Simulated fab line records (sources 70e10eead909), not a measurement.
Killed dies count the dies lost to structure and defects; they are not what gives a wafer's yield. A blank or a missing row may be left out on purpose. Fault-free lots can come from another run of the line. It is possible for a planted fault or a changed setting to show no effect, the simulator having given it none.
fab line records    flow nandHarc
[record] lots = 6  wafers = 18  lastDay = 33
route steps=1302 shown A_STAIRCASE@800 END@1302
lots that met no fault: from a run of the same line without faults
startH: the number of hours between the record's first day and the start of the first shown wafer of the lot    waitH: hours elapsed since this lot's preceding step    " the same as in the row above    L1.1+2: a row that stands for several wafers    - no value, or no start given    * or withheld: withheld    < > ~ a bound
route shown NAME@n: a module of which the file shows steps, and the number in the route of the first    usual: mean and standard deviation over wafers with no fault    same: alike in all rows    chamber/n: place in a boat    sites: readings site by site    _std_site: the standard deviation of these    _edge_site: inner sites' mean taken away from outer sites' mean    radiusMm: for every site, how far away it sits from the centre of the wafer    mask NAME#n: copy n    behind: the tool/chamber that last shaped the wafer    hold: why the lot went on hold/how many hours it stayed there/how the hold came to an end    device: the transistor (n, p or np) that didn't switch    end of line: at the end of the route, the tests of the same wafers    a step given without rows: its recipe and nothing more    killed: the dies lost at the first sort to structure and to defects; this is not the yield of the wafer    map: shows each die of a wafer: x if killed, . if not, _ if none is there
set.NAME: the setting the step ran with; set.NAME@STEP: the setting that earlier step ran with    model.NAME: the simulator's own value behind a step, which no gauge read
lots at some steps of the route; a table a step, a row a wafer
services: when a tool's chamber went out of use (startH, in hours from the record's first day, below 0 if earlier), for how many hours, and the reason
[[steps]]
[step NHARC_A_STAIRCASE_SOFTBAKE_284]
[recipe] tempC = 135  timeS = 170
[step NHARC_A_STAIRCASE_EBR_285]
[step NHARC_A_STAIRCASE_EXPOSE_286]
[recipe] na = 0.5  doseMj = 25.01  maskId = CHOP_100
[step NHARC_A_STAIRCASE_PEB_287]
[recipe] pebTempC = 115  pebTimeS = 130
[step NHARC_A_STAIRCASE_DEVELOP_288]
[recipe] timeS = 140
[step NHARC_A_STAIRCASE_HARDBAKE_290]
[recipe] tempC = 120  timeS = 140
[step NHARC_A_STAIRCASE_DESCUM_291]
[recipe] timeS = 3  o2FlowSccm = 200  arFlowSccm = 0  biasPowerW = 0  chemistry = O2
[usual] drypumpMotorCurrentA = 5.6/0.48  oesProductAu = 1.004/0.007  rfVppV = 57.8/0.95  showerheadPlenumPTorr = 1.92/0.074  throttleValvePct = 11.312/0.0094
lot.wafer  tool        chamber  startH  waitH  drypumpMotorCurrentA  oesProductAu  rfHoursCounterH  rfVppV  showerheadPlenumPTorr  throttleValvePct
L319.3     rieDiel-05  0        405.72  -      5.2                   1.004         51               58.9    1.95                   11.327
L319.4     "           1        "       "      6.0                   1.006         58               57.2    1.80                   11.303
L319.2     "           2        "       "      4.9                   1.007         61               57.0    2.02                   11.315
L322.3     rieDiel-10  3        439.32  -      5.9                   1.014         2                56.3    1.85                   11.321
L322.2     "           1        "       "      6.4                   1.013         3                58.2    1.96                   11.309
L322.5     "           2        "       "      5.8                   1.004         -                58.9    2.02                   11.309
L325.3     rieDiel-05  2        474.21  -      4.8                   0.994         19               58.5    2.01                   11.300
L325.4     "           3        "       "      5.3                   0.999         20               56.0    1.84                   11.305
L325.2     "           0        "       "      5.3                   1.002         18               55.6    1.95                   11.319
L329.1     rieDiel-05  2        506.29  -      4.8                   1.000         26               58.4    2.01                   11.317
L329.3     "           0        "       "      5.2                   1.005         26               58.0    1.94                   11.330
L329.2     "           1        "       "      6.1                   0.993         24               56.8    1.79                   11.324
L335.2     rieDiel-01  2        581.80  -      5.5                   1.009         4                58.6    1.91                   11.309
L335.4     "           3        "       "      5.9                   1.010         4                58.1    1.93                   11.297
L335.3     "           0        "       "      5.5                   1.000         5                57.4    1.93                   11.291
L338.2     rieDiel-10  0        582.53  -      5.0                   0.998         50               57.2    1.92                   11.295
L338.4     "           1        "       "      6.4                   1.001         52               57.5    1.94                   11.306
L338.5     "           1        "       "      6.4                   1.005         -                58.4    1.94                   11.308
[step NHARC_A_STAIRCASE_ETCH_292]
[recipe] cf4FlowSccm = 100  chf3FlowSccm = 30  arFlowSccm = 0  rfW = 500  biasW = 200  chemistry = CF4/CHF3
[usual] drypumpMotorCurrentA = 5.6/0.46  oesProductAu = 0.938/0.021  rfVppV = 370.9/2.2  showerheadPlenumPTorr = 1.58/0.059  throttleValvePct = 16.803/0.0089
lot.wafer  tool        chamber  startH  waitH  drypumpMotorCurrentA  oesProductAu  rfHoursCounterH  rfVppV  showerheadPlenumPTorr  throttleValvePct
L319.4     rieDiel-05  1        405.81  0.1    6.1                   0.977         58               366.5   1.49                   16.800
L319.2     "           2        "       "      4.9                   0.981         61               372.8   1.66                   16.795
L319.3     "           3        "       "      5.3                   0.971         57               368.0   1.52                   16.824
L322.2     rieDiel-10  3        439.41  0.1    5.9                   0.959         2                368.1   1.52                   16.809
L322.3     "           2        "       "      5.8                   0.955         3                374.9   1.66                   16.813
L322.5     "           3        "       "      5.8                   0.973         -                368.5   1.52                   16.807
L325.3     rieDiel-05  3        474.34  0.1    5.3                   0.928         20               368.2   1.52                   16.813
L325.2     "           1        "       "      6.1                   0.933         18               366.3   1.48                   16.816
L325.4     "           2        "       "      4.8                   0.922         19               373.4   1.65                   16.801
L329.3     rieDiel-05  0        506.38  0.1    5.2                   0.986         26               371.3   1.60                   16.802
L329.2     "           1        "       "      6.1                   0.986         24               366.5   1.48                   16.806
L329.1     "           3        "       "      5.3                   0.970         28               368.9   1.51                   16.813
L335.3     rieDiel-01  0        581.88  0.1    5.5                   0.917         5                371.4   1.59                   16.811
L335.4     "           2        "       "      5.5                   0.933         4                369.7   1.57                   16.811
L335.2     "           3        "       "      5.9                   0.929         4                370.4   1.59                   16.815
L338.4     rieDiel-10  2        582.62  0.1    5.8                   0.922         55               373.0   1.64                   16.796
L338.2     "           0        "       "      5.0                   0.926         50               369.7   1.58                   16.799
L338.5     "           3        "       "      5.9                   0.941         -                368.9   1.51                   16.802
[step NHARC_A_STAIRCASE_HM_OPEN_460]
[recipe] o2FlowSccm = 400  cosFlowSccm = 20  arFlowSccm = 0  rfW = 500  biasW = 300  chemistry = O2/COS
[usual] drypumpMotorCurrentA = 5.6/0.48  oesProductAu = 1.003/0.0071  rfVppV = 467.5/2.6  showerheadPlenumPTorr = 3.14/0.12  throttleValvePct = 28.329/0.0086
lot.wafer  tool        chamber  startH  waitH  drypumpMotorCurrentA  oesProductAu  rfHoursCounterH  rfVppV  showerheadPlenumPTorr  throttleValvePct
L319.2     rieDiel-05  3        -       -      5.3                   1.014         58               464.3   3.02                   28.327
L319.3     "           0        "       "      5.3                   1.002         51               468.0   3.18                   28.321
L319.4     "           1        "       "      6.1                   1.009         58               463.8   2.95                   28.328
L322.3     rieDiel-10  1        -       -      6.4                   1.015         3                469.1   3.19                   28.322
L322.2     "           3        "       "      5.8                   1.015         2                465.5   3.02                   28.328
L322.5     "           2        "       "      5.8                   1.006         -                471.3   3.28                   28.331
L325.2     rieDiel-05  2        -       -      4.9                   1.000         19               470.3   3.28                   28.312
L325.3     "           3        "       "      5.4                   1.004         20               466.3   3.01                   28.350
L325.4     "           0        "       "      5.3                   1.010         18               467.5   3.17                   28.331
L329.3     rieDiel-05  1        -       -      6.1                   0.995         24               462.5   2.94                   28.315
L329.2     "           2        "       "      4.8                   0.991         26               471.3   3.27                   28.329
L329.1     "           3        "       "      5.3                   0.998         28               464.4   3.00                   28.326
L335.3     rieDiel-01  2        -       -      5.5                   0.988         4                467.4   3.12                   28.342
L335.2     "           3        "       "      5.8                   1.002         4                468.2   3.15                   28.325
L335.4     "           0        "       "      5.5                   1.001         5                467.1   3.15                   28.329
L338.4     rieDiel-10  0        -       -      5.0                   1.012         50               465.7   3.13                   28.330
L338.2     "           3        "       "      5.9                   1.011         58               463.9   2.99                   28.331
L338.5     "           1        "       "      6.4                   1.005         -                467.7   3.16                   28.326
[step NHARC_A_STAIRCASE_STRIP_461]
[recipe] o2FlowSccm = 400  cosFlowSccm = 20  arFlowSccm = 0  biasW = 0  chemistry = O2/COS
[step NHARC_A_STAIRCASE_ETCH_452]
[recipe] targetDepthA = 300  overetchA = 30  timeS = 16.5  ionEnergyEv = 100  cf4FlowSccm = 80  o2FlowSccm = 20  arFlowSccm = 0  rfW = 300  biasW = 100  chemistry = CF4/O2
[usual] drypumpMotorCurrentA = 5.6/0.47  oes_f_703_au = 1.000/0.0044  oesProductAu = 1.003/0.0066  rfVppV = 198.0/1.3  runLengthS = 37.7/0.55  showerheadPlenumPTorr = 1.34/0.051  throttleValvePct = 13.397/0.0091
lot.wafer  tool        chamber  startH  waitH  drypumpMotorCurrentA  oes_f_703_au  oesProductAu  rfHoursCounterH  rfVppV  runLengthS  showerheadPlenumPTorr  throttleValvePct
L319.4     rieDiel-05  0        -       -      5.2                   1.000         0.994         51               198.0   38.4        1.36                   13.397
L319.3     "           1        "       "      6.0                   1.000         1.009         58               196.1   37.7        1.26                   13.391
L319.2     "           2        "       "      4.8                   0.994         1.005         61               200.6   38.1        1.41                   13.400
L322.2     rieDiel-10  1        -       -      6.5                   0.999         1.004         4                198.4   37.7        1.36                   13.397
L322.3     "           3        "       "      5.9                   0.999         1.004         2                197.5   37.6        1.29                   13.402
L322.5     "           2        "       "      5.8                   1.005         1.010         -                197.9   38.1        1.41                   13.405
L325.3     rieDiel-05  2        -       -      4.8                   1.008         0.998         19               200.9   38.1        1.40                   13.393
L325.4     "           3        "       "      5.3                   1.001         1.006         20               196.6   36.7        1.28                   13.391
L325.2     "           0        "       "      5.3                   0.998         1.001         19               198.2   39.0        1.36                   13.406
L329.2     rieDiel-05  2        -       -      4.9                   1.000         0.999         26               199.3   38.0        1.40                   13.387
L329.1     "           3        "       "      5.3                   1.005         1.006         28               196.4   37.2        1.28                   13.391
L329.3     "           0        "       "      5.3                   1.001         1.005         26               198.2   38.9        1.35                   13.397
L335.4     rieDiel-01  3        -       -      5.9                   1.005         1.006         4                198.4   37.1        1.35                   13.404
L335.2     "           1        "       "      6.2                   0.998         1.002         6                200.3   38.0        1.41                   13.411
L335.3     "           2        "       "      5.5                   0.998         0.998         4                196.6   37.3        1.33                   13.393
L338.2     rieDiel-10  1        -       -      6.4                   1.005         1.013         52               196.9   37.3        1.35                   13.390
L338.4     "           2        "       "      5.8                   1.006         1.001         56               197.8   37.8        1.40                   13.397
L338.5     "           1        "       "      6.4                   1.001         0.997         -                196.7   37.8        1.35                   13.389
[step NHARC_A_STAIRCASE_ETCH_294]
[recipe] targetDepthA = 49890  timeS = 1211.6  ionEnergyEv = 800  c4f8FlowSccm = 80  o2FlowSccm = 60  arFlowSccm = withheld  rfW = 600  biasW = 3000  chemistry = C4F8/O2/Ar
[usual] oesProductAu = 0.936/0.0086  rfVppV = 1828/9.7  runLengthS = 1232.9/0.59
lot.wafer  tool        chamber  startH  waitH  oesProductAu  rfHoursCounterH  rfVppV  runLengthS
L319.4     rieDiel-05  1        406.31  -      0.957         58               1813    1233.4
L319.3     "           3        "       "      0.950         58               1818    1232.1
L319.2     "           0        "       "      0.941         51               1832    1233.6
L322.3     rieDiel-10  2        440.21  -      0.948         3                1841    1232.8
L322.2     "           1        "       "      0.940         4                1834    1232.6
L322.5     "           1        "       "      0.955         -                1834    1232.6
L325.3     rieDiel-05  0        475.21  -      0.934         19               1831    762.4
L325.4     "           1        "       "      0.916         18               1812    761.7
L325.2     "           2        "       "      0.922         20               1840    762.1
L329.2     rieDiel-05  0        506.89  -      0.942         26               1833    762.2
L329.1     "           1        "       "      0.962         24               1811    761.9
L329.3     "           3        "       "      0.941         28               1816    760.2
L335.2     rieDiel-01  3        582.39  -      0.921         4                1828    1232.3
L335.4     "           0        "       "      0.932         6                1830    1232.1
L335.3     "           2        "       "      0.930         4                1827    1232.2
L338.2     rieDiel-10  0        583.22  -      0.926         50               1828    1232.3
L338.4     "           2        "       "      0.937         56               1839    1232.7
L338.5     "           0        "       "      0.930         -                1827    1232.5
[step NHARC_A_STAIRCASE_STRIP_295]
[recipe] o2FlowSccm = 500  arFlowSccm = 0  biasW = 0  chemistry = O2
[usual] drypumpMotorCurrentA = 5.6/0.47  oesProductAu = 1.003/0.0075  rfVppV = 57.7/0.9  showerheadPlenumPTorr = 3.55/0.13  throttleValvePct = 17.037/0.0088
lot.wafer  tool        chamber  startH  waitH  drypumpMotorCurrentA  oesProductAu  rfHoursCounterH  rfVppV  showerheadPlenumPTorr  throttleValvePct
L319.3     rieDiel-01  3        407.17  -      5.9                   1.008         5                58.6    3.59                   17.048
L319.2     "           0        "       "      5.4                   1.014         4                57.5    3.59                   17.048
L319.4     "           1        "       "      6.1                   0.997         5                57.7    3.74                   17.035
L322.3     rieDiel-10  3        -       -      5.8                   1.005         3                56.2    3.41                   17.038
L322.2     "           1        "       "      6.5                   1.010         4                58.7    3.60                   17.030
L322.5     "           2        "       "      5.8                   1.008         -                57.4    3.71                   17.037
L325.3     rieDiel-05  2        -       -      4.9                   0.991         20               58.4    3.70                   17.042
L325.2     "           3        "       "      5.4                   1.001         21               57.5    3.40                   17.038
L325.4     "           0        "       "      5.3                   1.008         19               60.1    3.58                   17.025
L329.2     rieDiel-05  1        -       -      6.1                   1.008         25               55.9    3.32                   17.032
L329.1     "           2        "       "      4.9                   1.005         26               56.6    3.70                   17.033
L329.3     "           0        "       "      5.3                   0.995         27               55.8    3.58                   17.036
L335.4     rieDiel-01  2        -       -      5.5                   0.997         5                56.7    3.52                   17.032
L335.3     "           3        "       "      5.9                   0.995         4                58.1    3.56                   17.035
L335.2     "           0        "       "      5.5                   0.986         6                58.0    3.56                   17.037
L338.4     rieDiel-10  0        -       -      5.0                   1.000         51               58.3    3.53                   17.035
L338.2     "           1        "       "      6.4                   1.006         53               58.7    3.57                   17.040
L338.5     "           2        "       "      5.8                   0.999         -                57.7    3.68                   17.055
[step NHARC_END_SORT_01]
[recipe] tempC = 25
[usual] killedAtArray = 46/15  killedAtOther = 0.8/1.1  killedAtPeriphery = 4.0/2.9  killedDies = 50/15  killedOpen = 3.2/1.8  killedShort = 2.3/1.6
[same] grossDies = 677
lot.wafer  tool       chamber  startH  waitH  killedAtArray  killedAtOther  killedAtPeriphery  killedDies  killedOpen  killedShort
L319.2     prober-01  0        585.44  2.8    49             3              9                  61          4           3
L319.3     prober-01  0        586.23  3.1    52             0              6                  58          3           1
L319.4     prober-01  0        587.02  3.4    47             0              7                  54          2           2
L322.2     prober-02  0        625.06  2.8    36             2              3                  41          2           2
L322.3     prober-02  0        625.86  3.1    40             0              6                  46          3           1
L322.5     prober-02  0        627.45  3.7    39             0              3                  42          1           2
L325.2     prober-02  0        650.95  2.8    46             0              7                  53          3           0
L325.3     prober-02  0        651.74  3.1    60             1              12                 73          5           0
L325.4     prober-02  0        652.52  3.4    67             3              4                  74          2           5
L329.1     prober-01  0        690.94  2.5    43             0              10                 53          5           4
L329.2     prober-01  0        691.75  2.8    52             1              9                  62          4           3
L329.3     prober-01  0        692.56  3.1    49             1              5                  55          1           1
L335.2     prober-01  0        770.56  2.8    56             1              3                  60          1           5
L335.3     prober-01  0        771.37  3.1    64             0              1                  65          2           3
L335.4     prober-01  0        772.18  3.4    53             2              1                  56          3           2
L338.2     prober-01  0        778.43  2.8    50             4              2                  56          1           1
L338.4     prober-01  0        780.02  3.4    49             2              4                  55          3           6
L338.5     prober-01  0        780.81  3.7    53             4              4                  61          2           2
// killed by level:class
L319.2 A_CHANNEL_HOLE_D1:chamberFilmFlake=16 A_CHANNEL_HOLE_D2:chamberFilmFlake=15 A_STAIRCASE:chamberFilmFlake=8 P_CONTACT:chamberFilmFlake=4 THIN_TSV:chamberFilmFlake=3 A_ONON_D1:geometricParticle:short=2 P_ZERO_WELL:chamberFilmFlake=2 A_BLC:chamberFilmFlake=2
L319.3 A_CHANNEL_HOLE_D2:chamberFilmFlake=25 A_CHANNEL_HOLE_D1:chamberFilmFlake=20 A_STAIRCASE:chamberFilmFlake=3 P_CONTACT:chamberFilmFlake=2 P_STI:geometricParticle:open=1 P_GATE:geometricParticle:open=1 P_M0:geometricParticle:short=1 A_CONTACT:geometricParticle:open=1
L319.4 A_CHANNEL_HOLE_D2:chamberFilmFlake=23 A_CHANNEL_HOLE_D1:chamberFilmFlake=12 P_CONTACT:chamberFilmFlake=5 A_STAIRCASE:chamberFilmFlake=4 A_CONTACT:chamberFilmFlake=3 P_GATE:chamberFilmFlake=2 A_CHANNEL_FILL_D1:geometricParticle:short=1 A_ONON_D2:geometricParticle:short=1
L322.2 A_CHANNEL_HOLE_D2:chamberFilmFlake=21 P_ZERO_WELL:chamberFilmFlake=3 A_M0:chamberFilmFlake=3 A_CHANNEL_HOLE_D1:chamberFilmFlake=2 A_DECK1_JOINT:chamberFilmFlake=2 A_CONTACT:chamberFilmFlake=2 THIN_TSV:chamberFilmFlake=2 A_DECK1_JOINT:geometricParticle:short=1
L322.3 A_CHANNEL_HOLE_D2:chamberFilmFlake=26 A_CHANNEL_HOLE_D1:chamberFilmFlake=3 A_STAIRCASE:chamberFilmFlake=3 A_CONTACT:chamberFilmFlake=3 P_BONDPAD:chamberFilmFlake=2 P_CONTACT:geometricParticle:open=1 P_M0:geometricParticle:open=1 A_ONON_D1:geometricParticle:open=1
L322.5 A_CHANNEL_HOLE_D2:chamberFilmFlake=22 A_CHANNEL_HOLE_D1:chamberFilmFlake=5 A_STAIRCASE:chamberFilmFlake=5 A_SLIT:chamberFilmFlake=2 A_CHANNEL_FILL_D1:geometricParticle:short=1 A_CHANNEL_FILL_D1:geometricParticle:open=1 A_BLC:geometricParticle:short=1 P_ZERO_WELL:chamberFilmFlake=1
L325.2 A_CHANNEL_HOLE_D1:chamberFilmFlake=17 A_SLIT:chamberFilmFlake=16 A_CHANNEL_HOLE_D2:chamberFilmFlake=6 P_CONTACT:chamberFilmFlake=5 A_CONTACT:chamberFilmFlake=4 P_CONTACT:geometricParticle:open=1 A_CHANNEL_HOLE_D1:geometricParticle:open=1 A_CHANNEL_FILL_D1:geometricParticle:open=1
L325.3 A_CHANNEL_HOLE_D1:chamberFilmFlake=22 A_SLIT:chamberFilmFlake=17 P_CONTACT:chamberFilmFlake=10 A_CHANNEL_HOLE_D2:chamberFilmFlake=7 A_CONTACT:chamberFilmFlake=3 A_DECK1_JOINT:chamberFilmFlake=2 A_WL_FILL:chamberFilmFlake=2 P_M1:geometricParticle:open=1
L325.4 A_SLIT:chamberFilmFlake=31 A_CHANNEL_HOLE_D1:chamberFilmFlake=21 A_CONTACT:chamberFilmFlake=5 A_CHANNEL_HOLE_D2:chamberFilmFlake=3 THIN_TSV:chamberFilmFlake=3 P_CONTACT:chamberFilmFlake=2 P_CONTACT:geometricParticle:open=1 P_CONTACT:geometricParticle:short=1
L329.1 A_CHANNEL_HOLE_D1:chamberFilmFlake=17 A_CHANNEL_HOLE_D2:chamberFilmFlake=15 P_BONDPAD:chamberFilmFlake=4 A_M1:geometricParticle:open=2 A_WL_FILL:chamberFilmFlake=2 P_GATE:geometricParticle:short=1 P_GATE:geometricParticle:open=1 P_M0:geometricParticle:open=1
L329.2 A_CHANNEL_HOLE_D1:chamberFilmFlake=27 A_CHANNEL_HOLE_D2:chamberFilmFlake=15 P_BONDPAD:chamberFilmFlake=7 A_DECK1_JOINT:geometricParticle:open=2 P_CONTACT:geometricParticle:short=1 A_DECK1_JOINT:geometricParticle:short=1 A_WL_FILL:geometricParticle:open=1 A_BLC:geometricParticle:short=1
L329.3 A_CHANNEL_HOLE_D1:chamberFilmFlake=29 A_CHANNEL_HOLE_D2:chamberFilmFlake=14 P_BONDPAD:chamberFilmFlake=3 A_SLIT:chamberFilmFlake=2 A_ONON_D1:geometricParticle:short=1 A_CONTACT:geometricParticle:open=1 P_GATE:chamberFilmFlake=1 P_M0:chamberFilmFlake=1
L335.2 A_CHANNEL_HOLE_D1:chamberFilmFlake=16 A_CHANNEL_HOLE_D2:chamberFilmFlake=16 A_CONTACT:chamberFilmFlake=12 A_SLIT:chamberFilmFlake=5 P_GATE:chamberFilmFlake=2 A_STAIRCASE:chamberFilmFlake=2 P_CONTACT:geometricParticle:short=1 A_ONON_D1:geometricParticle:short=1
L335.3 A_CHANNEL_HOLE_D2:chamberFilmFlake=26 A_CONTACT:chamberFilmFlake=11 A_CHANNEL_HOLE_D1:chamberFilmFlake=6 A_STAIRCASE:chamberFilmFlake=6 A_SLIT:chamberFilmFlake=5 A_WL_FILL:chamberFilmFlake=3 A_CHANNEL_FILL_D2:geometricParticle:short=2 A_CHANNEL_FILL_D2:chamberFilmFlake=2
L335.4 A_CHANNEL_HOLE_D2:chamberFilmFlake=25 A_CONTACT:chamberFilmFlake=10 A_CHANNEL_HOLE_D1:chamberFilmFlake=7 A_STAIRCASE:chamberFilmFlake=2 A_SLIT:chamberFilmFlake=2 THIN_TSV:chamberFilmFlake=2 A_CHANNEL_HOLE_D2:geometricParticle:short=1 A_STAIRCASE:geometricParticle:short=1
L338.2 A_SLIT:chamberFilmFlake=27 A_CHANNEL_HOLE_D1:chamberFilmFlake=12 A_STAIRCASE:chamberFilmFlake=6 THIN_TSV:chamberFilmFlake=4 A_M1:chamberFilmFlake=2 A_DECK1_JOINT:geometricParticle:short=1 A_CHANNEL_FILL_D2:geometricParticle:open=1 P_ZERO_WELL:chamberFilmFlake=1
L338.4 A_SLIT:chamberFilmFlake=24 A_STAIRCASE:chamberFilmFlake=7 A_CHANNEL_HOLE_D1:chamberFilmFlake=6 A_WL_FILL:geometricParticle:short=2 P_ZERO_WELL:chamberFilmFlake=2 A_CONTACT:chamberFilmFlake=2 THIN_TSV:chamberFilmFlake=2 P_STI:geometricParticle:short=1
L338.5 A_SLIT:chamberFilmFlake=23 A_CHANNEL_HOLE_D1:chamberFilmFlake=15 A_STAIRCASE:chamberFilmFlake=4 THIN_TSV:chamberFilmFlake=4 P_ZERO_WELL:chamberFilmFlake=3 A_M1:chamberFilmFlake=3 A_CHANNEL_FILL_D1:geometricParticle:open=2 A_CONTACT:chamberFilmFlake=2
[[services]]
tool        chamber  startH  hours  kind
rieDiel-05  0        386.74  -      clean
rieDiel-05  1        386.74  -      clean
rieDiel-05  2        386.74  -      clean
rieDiel-05  3        386.74  -      clean
rieDiel-05  0        390.98  -      consumableReplace:focusRing
rieDiel-05  0        390.98  9.0    scheduledDown
rieDiel-05  0        390.98  9.0    ventCycle
rieDiel-05  -        406.83  9.0    pm
rieDiel-05  0        406.83  9.0    ventCycle
rieDiel-05  1        406.83  9.0    ventCycle
rieDiel-05  2        406.83  9.0    ventCycle
rieDiel-05  3        406.83  9.0    ventCycle
rieDiel-05  0        415.83  -      clean
rieDiel-05  1        415.83  -      clean
rieDiel-05  1        415.83  -      consumableReplace:esc
rieDiel-05  1        415.83  -      consumableReplace:focusRing
rieDiel-05  2        415.83  -      clean
rieDiel-05  3        415.83  -      clean
rieDiel-10  -        419.66  9.0    pm
rieDiel-05  -        425.45  2.7    repair
rieDiel-01  -        427.65  0.6    repair
rieDiel-05  0        440.41  -      clean
rieDiel-01  -        558.64  9.0    pm
rieDiel-05  -        583.83  9.0    pm
[[key]]
[firstSign] step = NHARC_A_STAIRCASE_ETCH_294  reading = runLengthS  direction = down  sigmas = 99+  usual = *  struck = *
effect none on later readings
metAt NHARC_A_STAIRCASE_ETCH_294
struckWafers L325.2,L325.3,L325.4,L329.1,L329.2,L329.3
testerLeftOut L325,L329
onsetBetween 406.31 475.21
[fault] kind = processParameterDrift  tool = rieDiel-05  chamber = -  onsetH = 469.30  steps = NHARC_A_STAIRCASE_ETCH_294  channel = timeS  offset = *  shape = step  endH = 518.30  actsIn = *  stated = *
// testerLeftOut: of these lots the tester's yield and bins aren't shown, on N5 and GAA mostly nor the transistor test; their killed dies are dies lost to structure and defects alone, not to doping, threshold or leakage, so they don't give the yield
